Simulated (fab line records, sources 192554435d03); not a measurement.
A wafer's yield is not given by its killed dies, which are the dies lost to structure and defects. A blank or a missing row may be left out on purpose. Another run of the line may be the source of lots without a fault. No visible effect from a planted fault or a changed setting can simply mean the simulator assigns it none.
Which of the tools did it?	flow n5_finfet	9 lots with 27 wafers sampled at 5 steps, on a route of 1938 steps

== WHAT EACH GAUGE READ, for each wafer ==
N5_FIN_SAQP_CD_MEAS_27: target cd 20 nm. Usual: cd_nm at 20.32 nm, with a standard deviation of 0.25.
lot	measured	on	cd_nm (nm)	flag
L824	day 2 06:56	cd_sem-02	19.75 20.24 20.54	
L825	day 2 13:31	cd_sem-01	20.29 20.89 20.02	
L827	day 3 01:11	cd_sem-01	20.40 20.40 20.88	
L830	day 3 18:52	cd_sem-01	20.74 20.31 20.14	
L832	day 4 07:34	cd_sem-02	20.43 21.04 20.03	
L835	day 5 06:28	cd_sem-01	20.21 20.12 20.02	
L840	day 6 07:16	cd_sem-01	19.97 20.30 20.02	
L844	day 7 08:41	cd_sem-01	20.08 19.93 20.48	
L845	day 7 12:47	cd_sem-02	19.98 20.00 20.69	

N5_BEOL_M4_RC_MEAS_101. Usual: DIBL_N 37.0 mV/V, standard deviation 1.7; DIBL_P 36.7 mV/V, standard deviation 2; IOFF_N 0.17 nA/um, standard deviation 0.035; IOFF_P 0.22 nA/um, standard deviation 0.035; ION_N 672 uA/um, standard deviation 12; ION_P 461 uA/um, standard deviation 7.5; SS_N 71.6 mV/dec, standard deviation 0.67; SS_P 73.4 mV/dec, standard deviation 0.64; VT_N 250 mV, standard deviation 3.5; VT_P -250 mV, standard deviation 3.5.
lot	measured	on	DIBL_N (mV/V)	DIBL_P (mV/V)	IOFF_N (nA/um)	IOFF_P (nA/um)	ION_N (uA/um)	ION_P (uA/um)	SS_N (mV/dec)	SS_P (mV/dec)	VT_N (mV)	VT_P (mV)	flag
L824	day 8 00:55	prober-01	37.2 34.5 34.7	36.6 33.5 33.6	0.19 0.13 0.14	0.27 0.20 0.22	692 663 663	476 461 469	72.1 71.3 71.2	73.0 72.5 73.0	249 252 249	-242 -246 -246	
L825	day 8 08:05	prober-01	38.7 37.0 35.7	41.7 39.1 36.9	0.22 0.16 0.14	0.27 0.20 0.18	674 664 645	463 454 445	72.6 73.0 72.5	75.0 73.4 73.1	248 254 256	-248 -251 -253	
L827	day 9 00:58	prober-01	37.8 36.9 35.3	36.6 35.6 33.9	0.17 0.15 0.12	0.21 0.19 0.18	675 657 650	459 451 447	71.3 71.4 70.9	73.5 73.4 72.8	247 247 252	-249 -249 -250	
L830	day 9 21:30	prober-01	36.4 38.4 38.2	35.2 37.3 37.7	0.15 0.18 0.18	0.18 0.22 0.23	681 685 691	461 458 469	71.3 72.1 72.2	72.5 72.7 73.2	251 248 249	-253 -252 -252	
L832	day 10 03:26	prober-01	36.8 36.6 36.5	37.5 37.3 36.7	0.17 0.16 0.15	0.21 0.20 0.20	682 673 662	467 464 454	71.9 71.7 71.5	74.3 73.3 73.5	252 252 254	-252 -256 -253	
L835	day 10 23:34	prober-01	38.1 38.1 37.0	36.7 37.3 35.0	0.16 0.17 0.14	0.22 0.25 0.20	683 678 661	467 468 458	71.8 71.3 70.8	74.0 73.6 72.6	250 249 254	-252 -245 -253	
L840	day 11 21:56	prober-02	40.4 37.3 37.1	40.5 37.0 36.6	0.25 0.17 0.18	0.31 0.24 0.23	683 676 690	471 465 467	73.2 71.6 71.2	74.2 73.6 73.9	244 245 246	-245 -248 -247	
L844	day 13 14:22	prober-02	36.6 39.4 38.0	36.8 40.1 38.7	0.13 0.18 0.15	0.17 0.21 0.19	658 662 664	447 452 454	71.6 72.6 71.6	73.4 73.8 74.3	256 249 253	-257 -251 -254	
L845	day 14 10:43	prober-02	35.5 36.0 35.8	34.4 35.2 34.2	0.15 0.16 0.14	0.20 0.22 0.20	675 678 664	467 466 461	72.0 71.8 71.2	73.6 73.5 73.1	250 246 251	-250 -249 -252	

== WHAT TOOL EACH LOT RAN ON (gives the tool, then ch and the chambers of the sampled wafers, and finally the start) ==
lot	N5_FIN_SAQP_RECESS_71	N5_FIN_SAQP_STRIP_77	N5_FIN_SAQP_ETCH_64
L824	vapor_etch-02 ch 0,1, day 2 07:56	rie_diel-03 ch 1,2,3, day 2 08:53	rie_si-06 ch 1,2,3, day 2 09:04
L825	vapor_etch-01 ch 0,1, day 2 14:26	rie_diel-03 ch 0,3, day 2 15:12	rie_si-01 ch 0,1,2, day 2 15:22
L827	vapor_etch-01 ch 0,1, day 3 02:10	rie_diel-01 ch 1,2,3, day 3 03:30	rie_si-05 ch 0,1,2, day 3 03:40
L830	vapor_etch-02 ch 0,1, day 3 19:44	rie_diel-05 ch 1,2, day 3 20:43	rie_si-06 ch 0,3, day 3 20:53
L832	vapor_etch-01 ch 0,1, day 4 08:27	rie_diel-05 ch 0,2,3, day 4 09:27	rie_si-06 ch 0,1,3, day 4 09:37
L835	vapor_etch-02 ch 0,1, day 5 07:34	rie_diel-03 ch 1,2, day 5 08:37	rie_si-06 ch 0,2,3, day 5 08:47
L840	vapor_etch-02 ch 0,1, day 6 08:20	rie_diel-03 ch 2,3, day 6 09:07	rie_si-01 ch 0,2, day 6 09:17
L844	vapor_etch-02 ch 0, day 7 09:34	rie_diel-03 ch 1,3, day 7 10:28	rie_si-05 ch 1,3, day 7 10:38
L845	vapor_etch-02 ch 0,1, day 7 13:49	rie_diel-03 ch 1,2,3, day 7 14:47	rie_si-01 ch 0,2,3, day 7 14:57
- N5_FIN_SAQP_RECESS_71: chemistry HF/NH3, target SiO2, target depth 3 nm, afs cycles 1, sublimation time 60 s.
- N5_FIN_SAQP_STRIP_77: strips in N2/H2, time 90 s.
- N5_FIN_SAQP_ETCH_64: etches SiO2 in CF4, target depth 1.5 nm.

== AS READ BY THE TOOLS THEMSELVES (means over the sampled wafers that have a number; for cases with no such wafer, the mark the record gives instead) ==
N5_FIN_SAQP_RECESS_71. Usual: drypump_motor_current_A at 5.5 A, with a standard deviation of 0.48.
lot	tool	drypump_motor_current_A (A)	flag
L824	vapor_etch-02	5.3	
L825	vapor_etch-01	5.9	
L827	vapor_etch-01	5.5	
L830	vapor_etch-02	5.2	
L832	vapor_etch-01	5.9	
L835	vapor_etch-02	5.3	
L840	vapor_etch-02	5.2	
L844	vapor_etch-02	5.0	
L845	vapor_etch-02	5.3	

N5_FIN_SAQP_STRIP_77. Usual: bias_power_w 2.998 W, standard deviation 0.0096; drypump_motor_current_A 5.6 A, standard deviation 0.44; oes_product_au 0.76 a.u., standard deviation 0.079; rf_vpp_V 45.5 V, standard deviation 0.81; showerhead_plenum_p_Torr 3.47 Torr, standard deviation 0.08; throttle_valve_pct 12.21 %, standard deviation 0.24.
lot	tool	bias_power_w (W)	drypump_motor_current_A (A)	oes_product_au (a.u.)	rf_vpp_V (V)	showerhead_plenum_p_Torr (Torr)	throttle_valve_pct (%)	flag
L824	rie_diel-03	3.006	5.3	0.71	44.8	3.51	12.28	
L825	rie_diel-03	2.999	5.6	0.69	45.1	3.30	12.42	
L827	rie_diel-01	2.996	5.7	0.77	46.0	3.51	12.26	
L830	rie_diel-05	2.994	5.4	0.75	45.5	3.41	12.06	
L832	rie_diel-05	2.998	6.1	0.71	45.6	3.44	12.43	
L835	rie_diel-03	2.991	5.3	0.78	45.8	3.48	12.09	
L840	rie_diel-03	2.992	5.3	0.71	45.7	3.51	12.27	
L844	rie_diel-03	2.998	5.3	0.83	45.4	3.45	12.08	
L845	rie_diel-03	3.010	5.3	0.76	45.7	3.47	12.18	

N5_FIN_SAQP_ETCH_64. Usual: cf4_flow_sccm 80.00 sccm, standard deviation 0.25; drypump_motor_current_A 5.7 A, standard deviation 0.48; oes_product_au 0.994 a.u., standard deviation 0.014; throttle_valve_pct 21.77 %, standard deviation 0.27.
lot	tool	cf4_flow_sccm (sccm)	drypump_motor_current_A (A)	oes_product_au (a.u.)	throttle_valve_pct (%)	flag
L824	rie_si-06	80.14	5.4	0.989	21.74	
L825	rie_si-01	79.74	5.9	0.984	21.74	
L827	rie_si-05	79.85	5.7	0.999	21.66	
L830	rie_si-06	80.01	5.8	1.001	22.02	
L832	rie_si-06	79.90	5.6	0.941	21.92	OFF
L835	rie_si-06	80.01	5.9	0.946	21.88	OFF
L840	rie_si-01	79.89	5.6	0.984	21.90	
L844	rie_si-05	80.03	5.6	1.001	21.78	
L845	rie_si-01	80.03	5.6	0.987	21.78	

== THE ANSWER, worked out from the rows above alone ==
Rule: a lot counts as off when the mean over its wafers that have a number is more than 3 standard deviations away from the usual mean. A lot without any number at a reading at which 4 lots or more have one is off too. Where the step has rows for the other lots, those lots are counted as sound. The gauges are gone through in route order, then the tools' own readings, and for those a lot's mean is taken as printed above. The first step at which some lot is off is used, and at that step the reading that is off furthest; a lot without a number counts as furthest.
Off: L832, L835 (N5_FIN_SAQP_ETCH_64, oes_product_au).
If a tool, at that step or one of the process steps before it, ran each lot that is off and ran no sound lot following the first of them, it fits. One fits: N5_FIN_SAQP_ETCH_64 on rie_si-06. A fault onset in the window from L830 (day 3 20:53, its last sound lot) to L832 (day 4 09:37, its first lot off) fits.
The tool's own readings at N5_FIN_SAQP_ETCH_64 bear it out: on the lots that are off they differ by more than 5 times the standard deviation of the sound lots' means. oes_product_au reads 0.944 a.u. there against 0.992 a.u. on the sound lots.

== WHAT THE SIMULATOR PUT IN ==
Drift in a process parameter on rie_si-06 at N5_FIN_SAQP_ETCH_64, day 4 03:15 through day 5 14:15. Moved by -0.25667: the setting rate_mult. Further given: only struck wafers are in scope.
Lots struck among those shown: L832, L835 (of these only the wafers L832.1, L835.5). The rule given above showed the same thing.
